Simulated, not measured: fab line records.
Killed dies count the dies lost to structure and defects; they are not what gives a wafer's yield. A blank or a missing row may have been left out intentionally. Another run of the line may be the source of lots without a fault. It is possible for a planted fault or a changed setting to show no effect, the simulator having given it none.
Split-lot study + flow n5_finfet + 7 lots, 21 wafers read, on a route of 1938 steps

ABOUT THE SPLIT
At N5_BEOL_M7_ETCH_66 (etches SOC in N2/H2, target depth 80 nm, overetch 16 nm, time 120 s), the setting bias_w was moved away from the recipe's 150 W on 8 of the 21 wafers read, by -10.9% to +11.3%. For the rest of the wafers, this setting stayed at what the recipe calls for.

Reading taken at the split's own step.

THE READING
rf_vpp_V, in V, at N5_BEOL_M7_ETCH_66 (etches SOC in N2/H2, target depth 80 nm, overetch 16 nm, time 120 s). Typical for fault-free wafers on this fab line: 522.9 V, with standard deviation 2.3 V.

| wafer  | tool, chamber at the split | bias_w as run, W | against the recipe | rf_vpp_V, V | against lot-mates on the recipe |
|--------|----------------------------|------------------|--------------------|-------------|---------------------------------|
| L079.3 | rie_diel-01, 2             | 150              | recipe             | 526.1       | -                               |
| L079.4 | rie_diel-01, 1             | 150              | recipe             | 522.4       | -                               |
| L079.6 | rie_diel-01, 1             | 136.6            | -8.9%              | 490.7       | -33.6                           |
| L081.1 | rie_diel-02, 0             | 150              | recipe             | 525.4       | -                               |
| L081.2 | rie_diel-02, 3             | 157.6            | +5.1%              | 540.1       | +17.4                           |
| L081.4 | rie_diel-02, 1             | 150              | recipe             | 520.1       | -                               |
| L088.1 | rie_diel-03, 0             | 166.9            | +11.3%             | 561.7       | +40.7                           |
| L088.3 | rie_diel-03, 3             | 150              | recipe             | 519.9       | -                               |
| L088.4 | rie_diel-03, 1             | 150              | recipe             | 522.1       | -                               |
| L091.2 | rie_diel-01, 3             | 150              | recipe             | 520.3       | -                               |
| L091.3 | rie_diel-01, 0             | 163.9            | +9.3%              | 555.8       | +32.5                           |
| L091.5 | rie_diel-01, 2             | 150              | recipe             | 526.2       | -                               |
| L094.3 | rie_diel-01, 0             | 161.2            | +7.5%              | 547.4       | +26.7                           |
| L094.4 | rie_diel-01, 3             | 150              | recipe             | 520.7       | -                               |
| L094.6 | rie_diel-01, 3             | 161.2            | +7.5%              | 543.2       | +22.5                           |
| L096.3 | rie_diel-01, 3             | 150              | recipe             | 520.8       | -                               |
| L096.4 | rie_diel-01, 1             | 150              | recipe             | 520.0       | -                               |
| L096.6 | rie_diel-01, 2             | 150              | recipe             | 526.0       | -                               |
| L095.2 | rie_diel-01, 1             | 150              | recipe             | 520.4       | -                               |
| L095.3 | rie_diel-01, 2             | 133.7            | -10.9%             | 489.4       | -31.0                           |
| L095.6 | rie_diel-01, 3             | 133.7            | -10.9%             | 483.4       | -37.0                           |

FIT RESULTS
A straight line over all 21 wafers: rf_vpp_V changes by +3.38 V for each +1% of bias_w; r = +0.99; the points scatter about the line by 2.6 V.
The same after taking each lot's own level away (the mean of its wafers on the recipe; 21 wafers): +3.38 V for each +1%; r = +0.99; scatter 2.5 V.
According to that fit, moving bias_w by its largest amount changes the reading by 38 V.
Measured against the standard deviation above, the lots' own levels, which go from 520.40 to 524.25 V, span 1.7 times it.
So the lot-to-lot level changes the slope little: the two slopes agree.
Check: for one of the wafers moved furthest among these (+11.3%), held out of the fit, the line's prediction against its lot-mates is +37.6 V. It came out at +40.7 V against them.
Tool readings at the split's step, against how far the setting was moved: rf_vpp_V r = +0.99.

THESE WAFERS: OTHER SPLITS
Before the reading, these wafers also passed through other splits. Each is held against what the fit with the lots' levels taken away leaves over:
| other split on the same wafers | wafers away from the commonest value | r with rf_vpp_V (lot level and that fit taken away) |
|--------------------------------|--------------------------------------|-----------------------------------------------------|
| N5_BEOL_M5_EXPOSE_25 dose_mj   | 7                                    | -0.26                                               |
| N5_BEOL_M7_PECVD_70 time_s     | 5                                    | +0.12                                               |

THE WHOLE CHAIN: every reading that the file lists as answering this split, in the file's order
| step               | what it does                                                        | reading                                                                          | change (the file's fit)              | r (the file's) |
|--------------------|---------------------------------------------------------------------|----------------------------------------------------------------------------------|--------------------------------------|----------------|
| N5_BEOL_M7_ETCH_66 | etches SOC in N2/H2, target depth 80 nm, overetch 16 nm, time 120 s | rf_vpp_V                                                                         | +3.46 V for each +1% of the setting  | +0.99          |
| N5_BEOL_M7_ETCH_66 | etches SOC in N2/H2, target depth 80 nm, overetch 16 nm, time 120 s | SiARC_of_BEOL_M7_COAT_64.thk_nm (the simulator's own value, which no gauge read) | -0.08 nm for each +1% of the setting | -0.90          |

THE FILE'S OWN FIT
rf_vpp_V changes by +3.46 V for each +1% of bias_w, r = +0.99.
